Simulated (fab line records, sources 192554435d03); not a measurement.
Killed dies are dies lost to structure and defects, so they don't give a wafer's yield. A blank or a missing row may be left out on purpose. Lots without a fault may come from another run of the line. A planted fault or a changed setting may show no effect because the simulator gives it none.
fab line records | flow n5_finfet
record lots=10 wafers=29 last_day=18
route steps=1938 shown BEOL_M6@1214 PASSIVATION@1936
lots that met no fault: from a run of the same line without faults
start_h: hours from the record's first day to the start of the lot's first wafer shown | wait_h: hours since the lot's step before | " the same as in the row above | L1.1+2: a row that stands for several wafers | - no value, or no start given | * or withheld: withheld | < > ~ a bound
route shown NAME@n: a module of which the file shows steps, and the number in the route of the first | usual: mean/standard deviation of fault-free wafers | same: alike in all rows | chamber/n: place in a boat | sites: the reading at each site | _std_site: their standard deviation | _edge_site: outer sites' mean less inner sites' | radius_mm: how far each site lies from the wafer's centre | mask NAME#n: copy n | behind: the tool/chamber that last shaped the wafer | hold: why the lot was held/for how many hours/how that ended | device: the transistor (n, p or np) that didn't switch | end of line: the same wafers' tests at the end of the route | a step without rows: its recipe alone | killed: dies lost to structure and defects at the first sort, not the wafer's yield | map: a wafer's dies, x killed, . not, _ none there
set.NAME: the setting as run; set.NAME@STEP: as run at that earlier step | model.NAME: the simulator's own value behind a step, which no gauge read
steps of the route over a sample of lots; a table a step, a row a wafer
services: from which hour (start_h, from the record's first day; less than 0 if before it) a tool's chamber was out of use, for how many hours, and why
## steps
# step N5_BEOL_M6_STRIP_67
# recipe chemistry=CF4 resist=SiARC power_w=300 bias_power_w=75 pressure_mtorr=50 cf4_flow_sccm=150 rf_frequency_hz=6e+07
# usual bias_power_w=75.01/0.23 drypump_motor_current_A=5.9/0.38 oes_product_au=0.83/0.072 rf_vpp_V=271.5/1.2 showerhead_plenum_p_Torr=1.81/0.05 throttle_valve_pct=13.52/0.28
# columns lot.wafer tool chamber start_h wait_h bias_power_w drypump_motor_current_A oes_product_au rf_hours_counter_h rf_vpp_V showerhead_plenum_p_Torr throttle_valve_pct
L355.2 rie_diel-01 3 199.73 0.0 75.27 5.3 0.86 34 271.7 1.91 13.66
L355.4 " 2 " " 74.94 5.9 0.70 238 272.7 1.82 13.74
L355.6 " 0 " " 74.69 6.0 0.84 - 272.1 1.90 13.46
L357.1 rie_diel-02 3 204.28 0.0 74.87 5.5 0.87 28 271.5 1.83 13.12
L357.2 " 2 " " 75.15 6.2 0.87 52 271.9 1.81 13.12
L357.3 " 1 " " 74.90 5.5 0.72 216 271.8 1.86 14.08
L356.3 rie_diel-02 2 206.20 0.0 75.13 6.2 0.88 53 270.6 1.81 13.12
L356.4 " 3 " " 74.89 5.5 0.86 28 270.6 1.83 13.12
L356.6 " 2 " " 74.88 6.2 0.87 - 272.4 1.81 13.13
L359.1 rie_diel-06 2 217.74 0.0 75.01 5.7 0.86 55 270.7 1.75 13.40
L359.3 " 1 " " 74.79 6.5 0.88 30 271.2 1.83 13.62
L359.5 " 1 " " 74.88 6.5 0.89 - 273.2 1.83 13.60
L360.4 rie_diel-02 0 218.35 0.0 75.06 6.0 0.83 74 271.6 1.80 13.29
L360.5 " 2 " " 74.90 6.2 0.86 - 270.6 1.80 13.13
L360.6 " 1 " " 75.10 5.5 0.72 - 274.0 1.85 14.11
L367.1 rie_diel-01 3 272.48 0.0 75.10 5.3 0.83 60 273.5 1.91 13.71
L367.2 " 0 " " 75.34 6.0 0.81 83 273.5 1.89 13.53
L367.5 " 0 " " 75.28 6.1 0.82 - 272.0 1.89 13.50
L372.2 rie_diel-06 3 287.73 0.0 74.77 5.4 0.67 244 271.7 1.77 14.02
L372.6 " 2 " " 75.17 5.7 0.83 - 269.4 1.74 13.45
L371.1 rie_diel-01 0 293.01 0.0 74.99 6.0 0.81 90 272.2 1.89 13.52
L371.4 " 3 " " 74.94 5.3 0.82 67 273.1 1.90 13.71
L371.5 " 2 " " 75.25 5.9 0.97 - 272.1 1.82 13.21
L375.3 rie_diel-01 0 322.97 0.0 75.03 6.0 0.79 103 272.7 1.89 13.57
L375.5 " 1 " " 75.07 6.1 0.85 - 270.2 1.74 13.33
L375.6 " 0 " " 74.79 6.0 0.79 - 271.7 1.89 13.57
L376.3 rie_diel-02 3 325.04 0.0 74.78 5.5 0.81 72 272.2 1.82 13.20
L376.4 " 2 " " 74.88 6.2 0.82 96 272.3 1.79 13.23
L376.5 " 1 " " 74.78 5.5 0.98 - 272.7 1.84 13.62
# step N5_BEOL_M6_ETCH_72
# recipe chemistry=N2/H2 target=underlayer target_depth_a=65 mask_material=CAR-EUV time_s=5.2 ion_energy_ev=200 pressure_mtorr=30 source_w=840 bias_w=150 n2_flow_sccm=200 h2_flow_sccm=200 ends=cleared
# usual drypump_motor_current_A=5.9/0.35 etch_rf_on_time_s=5.21/0.099 oes_product_au=0.70/0.065 rf_vpp_V=524.7/2.2 showerhead_plenum_p_Torr=2.57/0.064 throttle_valve_pct=17.82/0.22
# columns lot.wafer tool chamber start_h wait_h drypump_motor_current_A etch_rf_on_time_s oes_product_au rf_hours_counter_h rf_vpp_V showerhead_plenum_p_Torr throttle_valve_pct
L355.2 rie_diel-06 3 202.74 0.0 5.4 5.29 0.59 213 522.1 2.51 18.19
L355.4 " 2 " " 5.7 5.12 0.73 50 521.0 2.48 17.83
L355.6 " 1 " " 6.5 5.18 0.76 - 524.9 2.59 17.90
L357.1 rie_diel-02 1 205.18 0.0 5.5 5.27 0.60 216 526.4 2.60 18.01
L357.2 " 2 " " 6.2 5.23 0.76 53 522.8 2.58 17.38
L357.3 " 0 " " 6.0 5.18 0.71 69 525.3 2.58 17.65
L356.3 rie_diel-06 3 207.04 0.0 5.4 5.30 0.58 214 523.4 2.50 18.21
L356.4 " 1 " " 6.5 5.23 0.76 27 523.9 2.59 17.90
L356.6 " 2 " " 5.7 5.18 0.73 - 522.4 2.48 17.84
L359.1 rie_diel-06 1 219.56 0.0 6.6 3.29 1.01 31 524.9 2.59 17.96
L359.3 " 3 " " 5.4 3.35 0.76 220 523.2 2.50 18.27
L359.5 " 1 " " 6.6 3.25 1.00 - 525.8 2.59 17.99
L360.4 rie_diel-06 3 220.35 0.0 5.4 3.37 0.75 - 524.2 2.50 18.29
L360.5 " 2 " " 5.7 3.24 0.97 - 523.0 2.48 17.92
L360.6 " 1 " " 6.6 3.36 0.97 - 524.2 2.59 17.97
L367.1 rie_diel-02 0 278.03 0.0 6.1 5.20 0.69 93 526.4 2.56 17.72
L367.2 " 3 " " 5.5 5.33 0.69 54 526.3 2.59 17.57
L367.5 " 0 " " 6.0 5.23 0.68 - 524.4 2.57 17.68
L372.2 rie_diel-02 0 288.73 0.0 6.0 5.18 0.69 96 524.0 2.56 17.69
L372.6 " 3 " " 5.5 5.21 0.70 - 525.2 2.59 17.59
L371.1 rie_diel-01 0 295.01 0.0 6.0 5.23 0.67 91 526.0 2.68 17.87
L371.4 " 2 " " 5.9 5.25 0.83 6 525.9 2.59 17.54
L371.5 " 1 " " 6.1 5.34 0.74 - 521.3 2.49 17.75
L375.3 rie_diel-02 2 324.27 0.0 6.2 5.22 0.70 96 523.2 2.56 17.49
L375.5 " 0 " " 6.0 5.18 0.68 - 527.2 2.56 17.73
L375.6 " 3 " " 5.5 5.39 0.68 - 523.6 2.58 17.58
L376.3 rie_diel-01 2 326.07 0.0 5.9 5.16 0.81 17 525.1 2.58 17.55
L376.4 " 1 " " 6.0 5.27 0.73 52 524.3 2.48 17.77
L376.5 " 0 " " 6.0 5.16 0.67 - 525.9 2.68 17.88
# step N5_BEOL_M6_VIA_ETCH_34
# recipe chemistry=C4F6/O2 target=SiCOH_lowk target_depth_a=1263 mask_material=SOC taper_deg=4 time_s=50.9 ion_energy_ev=250 pressure_mtorr=30 source_w=345 bias_w=185 Ar_flow_sccm=300 C4F6_flow_sccm=10 O2_flow_sccm=10
# usual drypump_motor_current_A=5.9/0.35 oes_product_au=0.82/0.078 rf_vpp_V=674/10 showerhead_plenum_p_Torr=2.88/0.071 throttle_valve_pct=20.86/0.27
# columns lot.wafer tool chamber start_h wait_h drypump_motor_current_A oes_product_au rf_hours_counter_h rf_vpp_V showerhead_plenum_p_Torr throttle_valve_pct
L355.2 rie_diel-06 3 202.89 0.0 5.4 0.67 213 680 2.82 21.24
L355.4 " 2 " " 5.7 0.86 50 670 2.78 20.78
L355.6 " 1 " " 6.6 0.90 - 680 2.89 20.97
L357.1 rie_diel-02 1 205.32 0.0 5.5 0.71 217 665 2.94 21.33
L357.2 " 2 " " 6.2 0.87 53 699 2.87 20.45
L357.3 " 0 " " 6.0 0.83 69 673 2.88 20.68
L356.3 rie_diel-06 3 207.18 0.0 5.4 0.68 214 682 2.82 21.24
L356.4 " 1 " " 6.5 0.90 27 678 2.89 20.98
L356.6 " 2 " " 5.7 0.87 - 670 2.78 20.77
L359.1 rie_diel-06 1 219.71 0.0 6.5 0.87 31 679 2.89 20.98
L359.3 " 3 " " 5.4 0.67 220 681 2.81 21.23
L359.5 " 1 " " 6.5 0.88 - 679 2.89 20.98
L360.4 rie_diel-06 3 220.50 0.0 5.4 0.66 - 682 2.81 21.24
L360.5 " 2 " " 5.7 0.86 - 671 2.78 20.78
L360.6 " 1 " " 6.5 0.89 - 679 2.89 20.99
L367.1 rie_diel-02 0 278.17 0.0 6.0 0.81 93 671 2.87 20.73
L367.2 " 3 " " 5.5 0.82 54 658 2.90 20.54
L367.5 " 0 " " 6.0 0.80 - 672 2.87 20.72
L372.2 rie_diel-02 0 288.88 0.0 6.0 0.81 96 670 2.87 20.73
L372.6 " 3 " " 5.5 0.83 - 661 2.90 20.56
L371.1 rie_diel-01 0 295.15 0.0 6.1 0.81 91 664 2.96 20.72
L371.4 " 2 " " 5.9 0.98 6 680 2.91 20.75
L371.5 " 1 " " 6.0 0.88 - 682 2.78 20.70
L375.3 rie_diel-02 2 324.42 0.0 6.2 0.82 96 698 2.85 20.48
L375.5 " 0 " " 6.0 0.79 - 671 2.86 20.75
L375.6 " 3 " " 5.5 0.80 - 660 2.89 20.56
L376.3 rie_diel-01 2 326.21 0.0 5.9 0.94 17 677 2.91 20.76
L376.4 " 1 " " 6.1 0.85 52 683 2.77 20.73
L376.5 " 0 " " 6.0 0.80 - 664 2.96 20.73
# step N5_BEOL_M6_STRIP_36
# recipe chemistry=N2/H2 power_w=450 temp_c=40 pressure_mtorr=20 rf_frequency_hz=6e+07 overash_fraction=0.3 bias_power_w=7 h2_frac=0.5 n2_flow_sccm=200 h2_flow_sccm=200
# usual bias_power_w=6.998/0.02 drypump_motor_current_A=5.9/0.35 oes_product_au=0.82/0.078 rf_vpp_V=59.2/1.3 showerhead_plenum_p_Torr=2.56/0.064 temp_c=40.01/0.098 throttle_valve_pct=23.63/0.26
# same overash_fraction=0.3
# columns lot.wafer tool chamber start_h wait_h bias_power_w drypump_motor_current_A oes_product_au rf_hours_counter_h rf_vpp_V showerhead_plenum_p_Torr temp_c throttle_valve_pct
L355.2 rie_diel-06 3 202.94 0.0 6.983 5.4 0.68 213 59.8 2.50 39.87 24.04
L355.4 " 2 " " 6.987 5.7 0.86 50 60.7 2.48 40.10 23.85
L355.6 " 1 " " 7.007 6.5 0.92 - 58.2 2.59 40.05 23.70
L357.1 rie_diel-02 1 205.38 0.0 7.046 5.6 0.72 217 60.5 2.59 39.96 23.48
L357.2 " 2 " " 6.984 6.2 0.88 53 60.7 2.57 39.86 23.13
L357.3 " 0 " " 7.015 6.0 0.83 69 60.5 2.57 40.00 23.44
L356.3 rie_diel-06 3 207.24 0.0 6.984 5.4 0.67 215 57.9 2.50 40.21 24.01
L356.4 " 1 " " 7.033 6.5 0.92 27 60.3 2.59 40.02 23.71
L356.6 " 2 " " 6.961 5.7 0.87 - 59.8 2.48 39.91 23.82
L359.1 rie_diel-06 1 219.76 0.0 6.978 6.5 0.90 31 58.0 2.58 39.98 23.73
L359.3 " 3 " " 6.981 5.4 0.67 220 59.9 2.50 39.98 24.02
L359.5 " 1 " " 6.980 6.5 0.90 - 59.2 2.58 40.07 23.73
L360.4 rie_diel-06 3 220.56 0.0 7.019 5.4 0.67 - 59.8 2.50 40.12 24.05
L360.5 " 2 " " 6.997 5.7 0.84 - 59.3 2.48 40.02 23.85
L360.6 " 1 " " 7.009 6.5 0.88 - 61.1 2.58 39.97 23.69
L367.1 rie_diel-02 0 278.22 0.0 6.993 6.0 0.82 93 58.5 2.56 39.92 23.48
L367.2 " 3 " " 6.992 5.5 0.84 54 58.1 2.59 40.10 23.50
L367.5 " 0 " " 6.969 6.0 0.80 - 61.8 2.56 39.88 23.47
L372.2 rie_diel-02 0 288.93 0.0 7.028 6.0 0.83 96 58.2 2.56 39.92 23.44
L372.6 " 3 " " 7.032 5.5 0.83 - 60.3 2.59 40.10 23.50
L371.1 rie_diel-01 0 295.21 0.0 6.987 6.1 0.81 91 58.4 2.68 40.07 23.73
L371.4 " 2 " " 6.968 5.9 0.97 6 57.5 2.59 40.05 23.27
L371.5 " 1 " " 6.978 6.1 0.87 - 58.6 2.48 40.18 23.66
L375.3 rie_diel-02 2 324.47 0.0 6.982 6.2 0.82 96 59.7 2.55 39.94 23.17
L375.5 " 0 " " 6.997 6.0 0.79 - 58.8 2.55 39.81 23.50
L375.6 " 3 " " 6.968 5.5 0.78 - 58.6 2.58 40.02 23.56
L376.3 rie_diel-01 2 326.27 0.0 6.993 5.9 0.93 17 59.5 2.58 40.02 23.31
L376.4 " 1 " " 7.008 6.0 0.84 52 58.5 2.48 39.95 23.66
L376.5 " 0 " " 7.027 6.0 0.79 - 58.3 2.67 39.99 23.75
# step N5_PASSIVATION_PROBE_49
# usual defect_limited_yield=91.2/1.3 killed_at_M0_to_M3=34/10 killed_at_M4_up=13/4.6 killed_at_contacts=13/5.5 killed_at_front_end=41/12 killed_at_other=2.8/2.4 killed_dies=104/16 killed_open=67/12 killed_short=33/7.2 sort_bin_5_function=5.1/0.86 sort_bin_6_memory=3.3/0.62 sort_bin_8_speed=0.00/0.014 sort_n_pass=1076/16
# same gross_dies=1180 killed_at_back_side=0 sort_bin_4_leakage[%]=0
# columns lot.wafer tool chamber start_h wait_h defect_limited_yield[%] killed_at_M0_to_M3 killed_at_M4_up killed_at_contacts killed_at_front_end killed_at_other killed_dies killed_open killed_short sort_bin_5_function[%] sort_bin_6_memory[%] sort_bin_8_speed[%] sort_n_pass
L375.3 prober-02 - 402.21 0.1 90.8 28 5 9 64 3 109 70 33 5.2 3.3 0 1071
L375.5 prober-02 - 402.31 0.2 87.9 36 19 26 59 3 143 94 39 7.3 3.9 0 1037
L375.6 prober-02 - 402.36 0.3 89.7 39 10 10 56 6 121 71 47 5.0 4.7 0 1059
L376.3 prober-02 - 419.94 0.1 90.4 39 10 10 48 6 113 83 25 5.4 4.1 0 1067
L376.4 prober-02 - 419.99 0.2 91.6 28 15 8 47 1 99 64 31 4.7 3.2 0 1081
L376.5 prober-02 - 420.04 0.2 90.6 40 17 17 29 8 111 76 30 5.3 4.0 0 1069
# killed by level:class
L375.3 FIN_SAQP:geometric_particle:open=22 FIN_SAQP:geometric_particle:short=12 STI_FIN_REVEAL:geometric_particle:open=8 MOL_CONTACT_COAG:geometric_particle:open=7 BEOL_M0_SAQP:geometric_particle:open=6 BEOL_M0:geometric_particle:open=5 ILD0:geometric_particle:short=4 BEOL_M0_SAQP:geometric_particle:short=4
L375.5 MOL_CONTACT_COAG:geometric_particle:open=20 FIN_SAQP:geometric_particle:open=19 BEOL_M0_SAQP:geometric_particle:open=12 FIN_SAQP:geometric_particle:short=8 BEOL_M0_SAQP:geometric_particle:short=7 BEOL_M2:geometric_particle:open=7 STARTING-WAFER:geometric_particle:short=7 STI_FIN_REVEAL:geometric_particle:open=5
L375.6 FIN_SAQP:geometric_particle:short=20 FIN_SAQP:geometric_particle:open=16 BEOL_M0_SAQP:geometric_particle:short=11 BEOL_M0_SAQP:geometric_particle:open=9 STI_FIN_REVEAL:geometric_particle:open=8 MOL_CONTACT_COAG:geometric_particle:open=8 BEOL_M2:geometric_particle:open=6 ILD0:geometric_particle:open=4
L376.3 STI_FIN_REVEAL:geometric_particle:open=18 FIN_SAQP:geometric_particle:open=9 MOL_CONTACT_COAG:geometric_particle:open=7 BEOL_M0_SAQP:geometric_particle:open=7 BEOL_M3:geometric_particle:open=6 BEOL_M0:geometric_particle:open=5 GATE_CUT:geometric_particle:open=5 BEOL_M0_SAQP:geometric_particle:short=5
L376.4 FIN_SAQP:geometric_particle:open=16 FIN_SAQP:geometric_particle:short=9 BEOL_M1:geometric_particle:open=8 BEOL_M0_SAQP:geometric_particle:open=7 MOL_CONTACT_COAG:geometric_particle:open=4 MOL_CONTACT_COAG:geometric_particle:short=4 BEOL_M0_SAQP:geometric_particle:short=4 BEOL_M4:geometric_particle:open=4
L376.5 MOL_CONTACT_COAG:geometric_particle:open=14 STI_FIN_REVEAL:geometric_particle:open=8 BEOL_M0_SAQP:geometric_particle:short=7 BEOL_M0_SAQP:geometric_particle:open=7 BEOL_M1:geometric_particle:open=7 FIN_SAQP:geometric_particle:short=5 BEOL_M3:geometric_particle:open=5 BEOL_M4:geometric_particle:open=5
## services
# columns tool chamber start_h hours kind
rie_diel-01 - 189.34 0.3 repair
rie_diel-01 2 218.92 9.9 repair
rie_diel-02 0 219.88 3.8 repair
rie_diel-01 2 254.45 7.3 repair
rie_diel-01 2 261.77 - clean
rie_diel-01 2 261.77 - consumable_replace:focus_ring
rie_diel-01 2 261.77 11.2 scheduled_down
rie_diel-01 2 261.77 11.2 vent_cycle
rie_diel-02 1 302.20 - clean
rie_diel-02 1 302.20 - consumable_replace:focus_ring
rie_diel-02 1 302.20 17.0 scheduled_down
rie_diel-02 1 302.20 17.0 vent_cycle
rie_diel-06 3 303.32 - clean
rie_diel-06 3 303.32 - consumable_replace:focus_ring
rie_diel-06 3 303.32 15.4 scheduled_down
rie_diel-06 3 303.32 15.4 vent_cycle
rie_diel-01 2 315.73 7.1 repair
## key
first_sign step=N5_BEOL_M6_ETCH_72 reading=etch_rf_on_time_s direction=down sigmas=19 usual=* struck=*
effect step=N5_BEOL_M6_ETCH_72 reading=oes_product_au direction=up sigmas=3.2 usual=0.70 struck=0.91
met_at N5_BEOL_M6_ETCH_72
struck_lots L359,L360
not_acting_at N5_BEOL_M6_STRIP_67,N5_BEOL_M6_VIA_ETCH_34,N5_BEOL_M6_STRIP_36
onset_between 207.04 219.56
fault kind=process_parameter_drift tool=rie_diel-06 chamber=- onset_h=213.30 steps=N5_BEOL_M6_ETCH_72 channel=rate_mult offset=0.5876 shape=step end_h=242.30
